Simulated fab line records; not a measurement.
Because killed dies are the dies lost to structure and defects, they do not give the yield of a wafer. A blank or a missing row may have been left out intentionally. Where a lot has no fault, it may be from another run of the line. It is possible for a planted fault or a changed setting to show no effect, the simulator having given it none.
What tool caused it? :: flow n5_finfet :: 11 lots with 33 wafers sampled at 2 steps, on a route of 1938 steps

## WHAT THE GAUGES READ, wafer by wafer
N5_PASSIVATION_CD_MEAS_10: target cd 3000 nm.
lot: L504
measured: day 12 02:16
on: cd_sem-02
cd_nm (nm): 3003.0 3000.0 2999.5

lot: L505
measured: day 12 10:07
on: cd_sem-02
cd_nm (nm): 2998.9 2998.5 2997.7

lot: L507
measured: day 13 02:07
on: cd_sem-01
cd_nm (nm): 2996.7 2996.3 2998.2

lot: L506
measured: day 13 03:53
on: cd_sem-03
cd_nm (nm): 3002.1 2998.4 2999.6

lot: L511
measured: day 13 11:02
on: cd_sem-03
cd_nm (nm): 2999.3 2999.0 3001.5

lot: L512
measured: day 13 23:21
on: cd_sem-01
cd_nm (nm): 3005.6 3008.5 3007.7

lot: L514
measured: day 14 14:24
on: cd_sem-01
cd_nm (nm): 2999.8 2999.4 2999.9

lot: L515
measured: day 14 19:01
on: cd_sem-03
cd_nm (nm): 3010.0 3009.2 3009.7

lot: L516
measured: day 15 04:18
on: cd_sem-01
cd_nm (nm): 3007.4 3005.8 3006.6

lot: L520
measured: day 15 19:27
on: cd_sem-01
cd_nm (nm): 2998.4 2997.6 3001.2

lot: L521
measured: day 16 14:44
on: cd_sem-01
cd_nm (nm): 3000.2 3001.4 2999.7

## WHAT TOOL EACH LOT RAN ON (gives the tool, then ch and the chambers of the sampled wafers, and finally the start)
lot: L504
N5_PASSIVATION_EXPOSE_07: krf_scanner-01 ch 0, day 12 02:06

lot: L505
N5_PASSIVATION_EXPOSE_07: krf_scanner-01 ch 0, day 12 09:56

lot: L507
N5_PASSIVATION_EXPOSE_07: krf_scanner-02 ch 0, day 13 01:57

lot: L506
N5_PASSIVATION_EXPOSE_07: krf_scanner-02 ch 0, day 13 03:42

lot: L511
N5_PASSIVATION_EXPOSE_07: krf_scanner-02 ch 0, day 13 10:52

lot: L512
N5_PASSIVATION_EXPOSE_07: krf_scanner-02 ch 0, day 13 23:11

lot: L514
N5_PASSIVATION_EXPOSE_07: krf_scanner-01 ch 0, day 14 14:13

lot: L515
N5_PASSIVATION_EXPOSE_07: krf_scanner-02 ch 0, day 14 18:51

lot: L516
N5_PASSIVATION_EXPOSE_07: krf_scanner-02 ch 0, day 15 04:08

lot: L520
N5_PASSIVATION_EXPOSE_07: krf_scanner-01 ch 0, day 15 19:16

lot: L521
N5_PASSIVATION_EXPOSE_07: krf_scanner-01 ch 0, day 16 14:34
- N5_PASSIVATION_EXPOSE_07: exposes mask TV, defocus 0 nm, target cd 3000 nm.

## THE ANSWER, worked out from the rows above alone
Rule: usual is defined by the lots themselves. Put in order of their means at a reading, lots are off if they are a third of the lots or fewer, leave a main group of 4 or more, and stand apart from it by a gap of 3 or more times the standard deviation of the main group's means; of several such gaps the widest counts. A main group whose means are all the same, to the digits that the tables above print for the reading, isn't used. Also off: a lot with no number at a reading for which 4 or more lots have one. Where the step has rows for the other lots, those lots are counted as sound.
Off at N5_PASSIVATION_CD_MEAS_10 (cd_nm): L512, L515, L516. For the main group the mean is 2999.4 nm and the standard deviation 1.1.
A tool fits if, at a process step before that reading, it ran every lot that is off, and no sound lot after the first of them. Those tools and the gauges at N5_PASSIVATION_CD_MEAS_10 are tried in the same way. One fits: krf_scanner-02 at N5_PASSIVATION_EXPOSE_07. A fault onset in the window from L511 (day 13 10:52, its last sound lot) to L512 (day 13 23:11, its first lot off) fits.

## WHAT WAS PUT IN BY THE SIMULATOR
Process parameters drifting: krf_scanner-02 at N5_PASSIVATION_EXPOSE_07, beginning at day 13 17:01. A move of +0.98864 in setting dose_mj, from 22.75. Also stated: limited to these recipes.
Lots struck among those shown: L512, L515, L516. The rule above reached the same finding.
